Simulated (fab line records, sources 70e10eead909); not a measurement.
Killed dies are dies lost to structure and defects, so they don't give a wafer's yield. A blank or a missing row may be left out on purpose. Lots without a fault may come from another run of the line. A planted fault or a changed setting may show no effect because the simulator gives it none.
Problem report in the 8D (eight disciplines) form, filled by code | flow nand_harc | the parts of the form that need people (team, actions taken, sign-off) are left out

1. THE PROBLEM
thk_nm at NHARC_A_ONON_D1_THK_MEAS_30 reads a mean of 1067 nm on 6 wafers of 2 lots; wafers without a fault read 1003 nm with a standard deviation of 12. That is +5.3 standard deviations from the usual mean.
The step: measures by ellipsometry.
First seen on wafer L433.1, day 14 11:56, on film_metro-02. The record holds 42 wafers of 14 lots with a number at this step. Rule for "out", or "out of limits": more than 4 standard deviations from the usual mean. The other wafers with a number count as sound.

2. WHAT IT IS AND WHAT IT IS NOT
question                    | is                     | is not
which readings at this step | thk_nm                 | -
which lots                  | L433, L434             | L419, L420, L421, L422, L423, L425, L426, L427, L428, L429, L440, L442
which wafers of those lots  | all that have a number | -
read on which gauges        | film_metro-02          | film_metro-01
when                        | from day 14 11:56      | up to then (30 sound wafers); but 6 sound wafers of L440, L442 came after

3. SUSPECTS, AND WHAT RULES EACH OUT
Counting: a tool at a process step up to the reading stays a suspect if it ran every lot that is out and no sound lot after the first of them.
- the gauge at NHARC_A_ONON_D1_THK_MEAS_30: kept. All the wafers that are out were read on film_metro-02, and no step on other tools shows them out.
- pecvd_onon-01 at NHARC_A_ONON_D1_DEP_28 (target thk 1000 nm): kept. It ran every lot that is out, first L433 (day 14 11:25), and no sound lot after that; its last sound lot up to then is L428 (day 11 17:53).
Left after counting: pecvd_onon-01 at NHARC_A_ONON_D1_DEP_28, film_metro-02 at NHARC_A_ONON_D1_THK_MEAS_30.

4. THE CAUSE (what the simulator had put in)
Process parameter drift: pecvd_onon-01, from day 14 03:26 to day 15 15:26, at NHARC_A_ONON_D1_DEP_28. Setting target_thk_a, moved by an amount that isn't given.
Counting left 2 suspects, and this tool is among them.

5. THE CHAIN OF EFFECTS, in route order
Each row: a reading whose mean over the struck wafers that have a number lies more than 3 standard deviations from the usual. Only readings for which the record gives a usual standard deviation are gone through. hours: the time from each lot's start at the first step in this table that gives one to its start at this step, as a median over the lots. sigmas: the change in usual standard deviations.
hours | step                        | reading | usual   | on struck wafers | change | sigmas
0     | NHARC_A_ONON_D1_THK_MEAS_30 | thk_nm  | 1003 nm | 1067             | +64    | +5.3

6. WHAT WOULD HAVE CAUGHT IT SOONER
In this record the first reading out of limits at a measuring or inspecting step was taken at day 14 11:56, 8 hours after the fault began at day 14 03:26.
Of the tool readings at NHARC_A_ONON_D1_DEP_28 for which the record gives a usual standard deviation, none was out on any struck wafer, so an alarm limit of 4 standard deviations on them would not have fired.
Of the lots that are out (2), L434 began NHARC_A_ONON_D1_DEP_28 on pecvd_onon-01 after day 14 11:56. A hold on the tool at that time would have spared it.
